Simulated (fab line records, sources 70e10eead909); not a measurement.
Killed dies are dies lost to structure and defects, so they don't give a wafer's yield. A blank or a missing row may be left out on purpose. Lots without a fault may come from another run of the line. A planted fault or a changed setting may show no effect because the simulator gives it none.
Chamber matching | flow nand_harc | NHARC_A_CHANNEL_FILL_D2_ALD_16 on ald_hk-02: 4 sister chambers
The step deposits SiO2, target thk 1.5 nm, pulse time 10 s, ald cycles 15. 8 wafers are shown with their chamber, then 8 later ones without.

WAFERS WITH THEIR CHAMBER
wafer  | chamber | heater_power_w (W) | precursor_pulse_height_rel
L081.6 | 1       | 447                | 1.009
L083.1 | 2       | 397                | 1.024
L083.2 | 0       | 444                | 0.983
L083.3 | 3       | 453                | 1.017
L083.4 | 1       | 436                | 0.977
L083.5 | 3       | 448                | 0.970
L083.6 | 2       | 406                | 0.979
L085.1 | 0       | 461                | 1.007

WAFERS WITHOUT THEIR CHAMBER
wafer  | heater_power_w (W) | precursor_pulse_height_rel
L085.2 | 438                | 0.998
L085.3 | 450                | 0.990
L087.3 | 461                | 0.983
L087.4 | 458                | 1.016
L087.6 | 398                | 0.985
L091.2 | 458                | 1.026
L091.3 | 449                | 0.990
L091.6 | 447                | 0.993

WHICH CHAMBER EACH WENT THROUGH
wafer  | from the rows above          | in truth
L085.2 | can't be placed: 1 or 3 or 0 | 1
L085.3 | can't be placed: 3 or 0 or 1 | 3
L087.3 | can't be placed: 0 or 3 or 1 | 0
L087.4 | can't be placed: 0 or 3 or 1 | 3
L087.6 | 2                            | 2
L091.2 | can't be placed: 0 or 3 or 1 | 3
L091.3 | can't be placed: 3 or 0 or 1 | 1
L091.6 | can't be placed: 3 or 1 or 0 | 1
Placed correctly: 1 of 8. Can't be placed from these rows: 7 (the true chamber is among the candidates in 7). Placed wrongly: 0.
How it was worked out, from the rows above alone: a wafer's distance from a chamber is the root of the sum, over the readings, of the square of ((its reading less the chamber's mean) divided by the reading's scatter). The wafer belongs to the nearest chamber; if the next one is less than 2 further off, it can't be placed. A chamber's mean is the mean of its shown wafers. The scatter: the root of (the sum of the squares of (reading less its chamber's mean) over the shown wafers, divided by (wafers less chambers)).
